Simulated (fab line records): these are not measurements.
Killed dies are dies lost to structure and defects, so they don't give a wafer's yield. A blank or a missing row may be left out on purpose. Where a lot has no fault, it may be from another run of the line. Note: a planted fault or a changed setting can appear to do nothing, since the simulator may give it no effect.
Matching of chambers    flow n5_finfet    pecvd-01 running N5_BEOL_M0_SAQP_PECVD_96: 3 sister chambers
The step deposits a-Si from SiH4/He, target thk 45 nm, time 45.2 s. 6 wafers are shown with their chamber, then 7 later ones without.

WAFERS WITH THEIR CHAMBER
wafer   chamber  throttle_valve_pct (%)  showerhead_plenum_p_Torr (Torr)
L080.5  2        17.5                    5.66
L087.1  1        17.9                    5.70
L087.2  0        19.1                    5.70
L087.3  2        17.4                    5.67
L091.1  1        17.7                    5.69
L091.2  0        19.4                    5.70

WAFERS WITH NO CHAMBER GIVEN
wafer   throttle_valve_pct (%)  showerhead_plenum_p_Torr (Torr)
L091.3  17.2                    5.67
L092.2  19.1                    5.69
L092.4  17.5                    5.65
L092.5  17.9                    5.69
L096.1  17.8                    5.68
L096.3  17.4                    5.67
L096.6  17.7                    5.68

CHAMBER TAKEN BY EACH
wafer   from the rows above      in truth
L091.3  2                        2
L092.2  0                        0
L092.4  2                        2
L092.5  1                        1
L096.1  can't be placed: 1 or 2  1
L096.3  2                        2
L096.6  can't be placed: 1 or 2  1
5 of 7 placed correctly. Can't be placed from these rows: 2 (the true chamber is among the candidates in 2). 0 placed wrongly.
How it was worked out, from the rows above alone: a wafer's distance from a chamber is the root of the sum, over the readings, of the square of ((its reading less the chamber's mean) divided by the reading's scatter). If the next closest chamber is less than 2 further off than the closest, the wafer can't be placed; otherwise it belongs to the closest. The mean given for a chamber averages the wafers shown for that chamber. The scatter is the square root of a quotient: the sum, over the shown wafers, of each reading's squared deviation from its chamber's mean, divided by wafers minus chambers.
